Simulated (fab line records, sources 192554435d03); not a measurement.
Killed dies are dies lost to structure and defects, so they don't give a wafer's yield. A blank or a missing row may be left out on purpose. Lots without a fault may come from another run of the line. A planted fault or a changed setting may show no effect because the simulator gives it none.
A struck lot beside a sound one | flow n5_finfet | 15 steps out of a route of 1938
Sound: wafers L801.2, L801.3, L801.4. Struck: wafers L793.1, L793.3, L793.4. The cause comes at the end.
At each step with rows: each side's tool, then ch and its chambers, then its first start. Under that, the readings that differ: sound wafers | struck wafers | difference of the means | sigmas: that difference in standard deviations of wafers without a fault.
alike: readings whose means differ by less than 2 such deviations, and words and numbers that are the same on both sides. not compared: withheld readings, readings that some wafer has no value for, bounds like >300 that may hide the same value, and numbers for which the record gives no deviation and whose values overlap.
The two part at a step that has a row with sigmas, a row that says differs or no value, or rows on one side only. Numbers that don't overlap but have no deviation are shown without sigmas and don't part them. A reading that every wafer of one side lacks parts them only if that side has two wafers or more.

first, 6 steps without rows for these wafers: N5_BEOL_M15_EBR_06; N5_BEOL_M15_SOFTBAKE_05 (time 60 s); N5_BEOL_M15_EXPOSE_07 (exposes mask V14); N5_BEOL_M15_PEB_08 (peb time 90 s); N5_BEOL_M15_DEVELOP_09 (develop time 45 s); N5_BEOL_M15_HARDBAKE_14 (time 120 s).
N5_BEOL_M15_CD_MEAS_10: target cd 360 nm.
  sound on cd_sem-01 ch 0, day 15 03:08; struck on cd_sem-02 ch 0, day 13 18:31
  alike: cd_nm
N5_BEOL_M15_OVL_MEAS_11:
  sound on overlay-01 ch 0, day 15 03:10; struck on overlay-01 ch 0, day 13 18:33
  alike: V14_OVL
N5_BEOL_M15_INSPECT_12: inspects for defects (macro).
  sound on defect_inspect-02, day 15 03:11; struck on defect_inspect-01, day 13 18:35
  alike: raw_defect_count
N5_BEOL_M15_DESCUM_15: chemistry O2, time 7.9 s.
  sound on rie_diel-04 ch 0,2,3, day 15 03:14; struck on rie_diel-04 ch 0,1,3, day 13 18:37
  alike: drypump_motor_current_A, oes_product_au, rf_vpp_V, showerhead_plenum_p_Torr, throttle_valve_pct
  not compared: rf_hours_counter_h
N5_BEOL_M15_ETCH_59: etches BARC in N2/H2, target depth 89 nm, overetch 26.7 nm, time 67.9 s.
  sound on rie_diel-04 ch 0,2,3, day 15 03:17; struck on rie_diel-04 ch 0,1,3, day 13 18:39
  alike: drypump_motor_current_A, oes_product_au, rf_vpp_V, showerhead_plenum_p_Torr, throttle_valve_pct
  not compared: rf_hours_counter_h
N5_BEOL_M15_VIA_ETCH_16: etches SiO2 in C4F8/O2/Ar, target depth 1792.2 nm.
  sound on rie_diel-04 ch 0,2,3, day 15 03:20; struck on rie_diel-04 ch 0,1,3, day 13 18:42
  alike: O2_flow_sccm, drypump_motor_current_A, oes_product_au, rf_vpp_V, showerhead_plenum_p_Torr, throttle_valve_pct
N5_BEOL_M15_STRIP_63: strips in O2.
  sound on rie_diel-04 ch 0,2,3, day 15 03:00; struck on rie_diel-04 ch 0,1,3, day 13 18:00
  no value came back on the struck wafers for any of 8 readings (bias_power_w (W), chamber_pressure_mTorr (mTorr) and others); on the sound wafers bias_power_w (W) reads 0 0 0
  reading                                    | sound | struck            | difference | sigmas
  model.coat_of_BEOL_M15_COAT_04.thk_nm (nm) | 0 0 0 | 334.6 353.8 334.8 | +341.1     |
N5_BEOL_M15_STRIP_64: strips in O2.
  sound on rie_diel-04 ch 0,2,3; struck on rie_diel-04 ch 0,1,3
  alike: chamber_pressure_mTorr, drypump_motor_current_A, oes_product_au, rf_vpp_V, showerhead_plenum_p_Torr, throttle_valve_pct
  not compared: rf_hours_counter_h
then, 1 step without rows for these wafers: N5_PASSIVATION_PROBE_49.

WHERE THEY PART
Only at N5_BEOL_M15_STRIP_63, within this record. Later steps at which nothing parts them and some readings are alike: N5_BEOL_M15_STRIP_64.

WHY: what the simulator had put in
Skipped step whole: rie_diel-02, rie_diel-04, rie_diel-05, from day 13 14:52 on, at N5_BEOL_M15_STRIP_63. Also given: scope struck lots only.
